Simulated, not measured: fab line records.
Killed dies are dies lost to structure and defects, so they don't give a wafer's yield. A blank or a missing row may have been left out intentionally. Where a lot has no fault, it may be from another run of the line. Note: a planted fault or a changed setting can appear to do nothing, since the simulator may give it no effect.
Which tool did it? | flow nand-harc | 13 lots with 39 wafers sampled at 7 steps, on a route of 1159 steps

== WHAT THE GAUGES SHOWED, per wafer ==
NHARC_P_START_INSPECT_01.
lot  | measured    | on                | raw-defect-count
L463 | day 1 12:02 | defect-inspect-02 | 3 4 3
L464 | day 1 18:02 | defect-inspect-01 | 3 6 5
L466 | day 2 06:02 | defect-inspect-02 | 1 5 6
L467 | day 2 12:02 | defect-inspect-02 | 3 1 3
L468 | day 2 18:02 | defect-inspect-02 | 4 5 8
L474 | day 4 06:02 | defect-inspect-01 | 10 4 2
L475 | day 4 12:02 | defect-inspect-01 | 3 6 4
L476 | day 4 18:02 | defect-inspect-01 | 3 1 1
L477 | day 5 00:02 | defect-inspect-02 | 5 4 7
L478 | day 5 06:02 | defect-inspect-01 | 4 2 2
L482 | day 6 06:02 | defect-inspect-02 | 4 3 3
L484 | day 6 18:02 | defect-inspect-02 | 4 0 6
L486 | day 7 06:02 | defect-inspect-02 | 4 4 2

NHARC_P_ZERO_WELL_CD_MEAS_11 targets a cd of 500 nm.
lot  | measured    | on        | cd-nm (nm)
L463 | day 1 13:07 | cd-sem-01 | 497.9 497.8 497.6
L464 | day 1 19:14 | cd-sem-03 | 498.9 496.2 500.0
L466 | day 2 07:14 | cd-sem-01 | 497.8 498.5 499.2
L467 | day 2 13:08 | cd-sem-01 | 499.4 497.4 503.8
L468 | day 2 19:07 | cd-sem-02 | 500.9 505.8 500.6
L474 | day 4 07:14 | cd-sem-02 | 500.0 500.8 497.6
L475 | day 4 13:16 | cd-sem-03 | 500.3 501.8 501.2
L476 | day 4 19:15 | cd-sem-03 | 502.2 506.0 503.7
L477 | day 5 01:14 | cd-sem-03 | 503.9 506.2 501.8
L478 | day 5 07:08 | cd-sem-01 | 501.9 499.5 501.9
L482 | day 6 07:08 | cd-sem-01 | 498.2 502.1 497.4
L484 | day 6 19:14 | cd-sem-03 | 494.5 496.7 496.1
L486 | day 7 07:14 | cd-sem-03 | 501.1 501.7 506.0

NHARC_P_STI_CD_MEAS_09 targets a cd of 200 nm.
lot  | measured    | on        | cd-nm (nm)
L463 | day 2 10:49 | cd-sem-03 | 200.2 198.5 196.7
L464 | day 2 17:45 | cd-sem-01 | 203.5 202.8 204.0
L466 | day 3 01:59 | cd-sem-03 | 199.7 199.7 201.8
L467 | day 3 12:21 | cd-sem-01 | 200.8 198.7 199.3
L468 | day 3 16:46 | cd-sem-02 | 198.3 202.7 202.2
L474 | day 5 05:00 | cd-sem-02 | 212.3 214.7 215.2
L475 | day 5 13:08 | cd-sem-01 | 213.9 210.7 216.8
L476 | day 5 13:17 | cd-sem-01 | 200.3 199.6 197.6
L477 | day 5 22:51 | cd-sem-02 | 200.3 201.4 202.0
L478 | day 6 06:47 | cd-sem-01 | 202.1 199.5 198.4
L482 | day 7 05:53 | cd-sem-01 | 201.9 202.1 198.1
L484 | day 7 15:48 | cd-sem-02 | 198.5 200.5 203.5
L486 | day 8 05:08 | cd-sem-01 | 198.9 202.0 199.4

NHARC_P_STI_OCD_MEAS_17.
lot  | measured    | on     | trench-depth-nm (nm) | trench-foot-cd-nm (nm)
L463 | day 2 11:38 | ocd-01 | 304.4 297.6 297.4    | 157.9 157.1 155.3
L464 | day 2 18:32 | ocd-01 | 299.2 302.8 299.7    | 162.1 160.5 161.9
L466 | day 3 02:46 | ocd-02 | 299.5 302.3 299.6    | 158.0 157.1 160.2
L467 | day 3 13:09 | ocd-01 | 304.8 304.7 306.4    | 158.4 155.7 156.3
L468 | day 3 17:32 | ocd-01 | 300.7 299.3 299.8    | 155.9 160.7 159.6
L474 | day 5 05:47 | ocd-02 | 298.3 301.9 300.5    | 170.9 172.7 172.9
L475 | day 5 13:57 | ocd-02 | 299.7 299.1 295.3    | 172.2 168.6 175.3
L476 | day 5 14:05 | ocd-01 | 302.4 303.6 300.9    | 158.3 157.0 155.5
L477 | day 5 23:38 | ocd-02 | 305.3 301.1 299.6    | 157.2 159.2 160.2
L478 | day 6 07:34 | ocd-01 | 305.1 302.4 298.5    | 159.7 157.2 156.7
L482 | day 7 06:40 | ocd-02 | 296.0 300.6 301.5    | 160.9 160.3 155.8
L484 | day 7 16:35 | ocd-02 | 297.6 301.6 299.0    | 157.3 158.0 161.2
L486 | day 8 05:55 | ocd-01 | 300.8 301.0 302.0    | 157.1 159.7 157.7

NHARC_P_GATE_OVL_MEAS_27.
lot  | measured     | on         | overlay-x-nm (nm) | overlay-y-nm (nm)
L463 | day 4 20:18  | overlay-01 | 0.7 0.3 0.4       | 1.4 1.5 1.3
L464 | day 5 04:43  | overlay-01 | -1.3 -0.9 -1.5    | 0.3 1.2 1.3
L466 | day 5 07:54  | overlay-02 | 0.2 0.6 0.0       | -0.4 0.6 0.1
L467 | day 5 20:42  | overlay-02 | 1.3 1.0 1.3       | -1.8 -1.7 -1.5
L468 | day 5 20:52  | overlay-01 | -0.9 -1.2 -0.7    | 0.1 -0.1 0.6
L474 | day 7 10:05  | overlay-02 | 0.6 0.0 0.0       | 0.5 0.9 1.4
L475 | day 8 01:41  | overlay-02 | 0.1 0.5 0.4       | -0.9 -0.2 -0.5
L476 | day 8 02:18  | overlay-01 | 0.1 1.0 -0.2      | -1.2 -2.4 -2.4
L477 | day 8 14:18  | overlay-02 | 0.7 0.9 0.3       | -0.1 0.4 -0.2
L478 | day 8 13:39  | overlay-02 | -0.8 -1.5 -2.1    | 0.9 0.9 0.6
L482 | day 9 12:10  | overlay-01 | 0.3 0.1 -0.2      | 2.4 3.0 2.4
L484 | day 9 23:37  | overlay-01 | -0.8 0.2 -0.6     | -0.8 -1.1 -0.3
L486 | day 10 12:06 | overlay-02 | 1.0 0.5 0.4       | -0.8 -0.8 -0.9

NHARC_END_SORT_01.
lot  | measured     | on        | killed-at-array | killed-at-other | killed-at-periphery | killed-dies | killed-open | killed-short
L475 | day 22 21:00 | prober-01 | 14              | 0               | 4                   | 18          | 4           | 4

== EACH LOT AND THE TOOL THAT RAN IT (in order: tool; ch and the chambers of the sampled wafers; start) ==
lot  | NHARC_P_STI_PEB_07
L463 | litho-track-03 ch 0, day 2 10:44
L464 | litho-track-05 ch 0, day 2 17:40
L466 | litho-track-05 ch 0, day 3 01:54
L467 | litho-track-02 ch 0, day 3 12:16
L468 | litho-track-03 ch 0, day 3 16:40
L474 | litho-track-05 ch 0, day 5 04:55
L475 | litho-track-05 ch 0, day 5 13:03
L476 | litho-track-02 ch 0, day 5 13:13
L477 | litho-track-03 ch 0, day 5 22:46
L478 | litho-track-02 ch 0, day 6 06:41
L482 | litho-track-03 ch 0, day 7 05:47
L484 | litho-track-02 ch 0, day 7 15:43
L486 | litho-track-02 ch 0, day 8 05:02
- NHARC_P_STI_PEB_07: peb time 80 s.

== WHAT THE TOOLS THEMSELVES READ (means of the sampled wafers that have a number; where no wafer has one, the mark that the record gives instead) ==
NHARC_P_STI_PEB_07.
lot  | tool           | heater-power-total-W (W) | plate-temp-C (C)
L463 | litho-track-03 | 190.2                    | 128.06
L464 | litho-track-05 | 190.4                    | 128.04
L466 | litho-track-05 | 189.8                    | 127.91
L467 | litho-track-02 | 189.2                    | 127.96
L468 | litho-track-03 | 189.4                    | 128.03
L474 | litho-track-05 | 193.7                    | 130.18
L475 | litho-track-05 | 193.6                    | 130.03
L476 | litho-track-02 | 190.1                    | 128.11
L477 | litho-track-03 | 189.4                    | 128.01
L478 | litho-track-02 | 189.4                    | 128.20
L482 | litho-track-03 | 189.7                    | 128.14
L484 | litho-track-02 | 189.6                    | 128.04
L486 | litho-track-02 | 190.5                    | 128.19

== THE ANSWER, worked out from the rows above alone ==
Rule: the usual values come from the lots themselves. The widest of any qualifying gaps counts: lots, ordered by their means at a reading, are off when they make up no more than a third of the lots, leave a main group of 4 or more, and stand apart from it by 3 or more times the standard deviation of that group's means. A main group is skipped when, at the precision printed for the reading in the tables above, its means are all equal. Also off: a lot with no number at a reading for which 4 or more lots have one. The other lots that the step has rows for count as sound. Order of review: gauges by route order, followed by the tools' own readings, for which a lot's mean as printed above is used. The first step at which some lot is off is used, and at that step the reading that is off furthest; a lot without a number counts as furthest.
Off: L474, L475 (NHARC_P_STI_CD_MEAS_09, cd-nm). Main group: mean 200.5 nm, sd 1.2.
A tool fits if, at a process step before that reading, it ran every lot that is off, and no sound lot after the first of them. The gauges at NHARC_P_STI_CD_MEAS_09 aren't tried: what is off there is off at NHARC_P_STI_OCD_MEAS_17 too, on other tools, and a gauge's error can't cause that. One candidate fits, namely litho-track-05 at NHARC_P_STI_PEB_07. A fault onset in the window from L466 (day 3 01:54, its last sound lot) to L474 (day 5 04:55, its first lot off) fits.
The tool's own readings at NHARC_P_STI_PEB_07 bear it out: on the lots that are off they differ by more than 5 times the standard deviation of the sound lots' means. heater-power-total-W reads 193.6 W there against 189.8 W on the sound lots; plate-temp-C reads 130.11 C there against 128.06 C on the sound lots.

== WHAT THE SIMULATOR PUT IN ==
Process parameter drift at NHARC_P_STI_PEB_07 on litho-track-05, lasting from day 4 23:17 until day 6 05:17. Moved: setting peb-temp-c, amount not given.
Shown lots that were struck: L474, L475. The rule above reached the same finding.
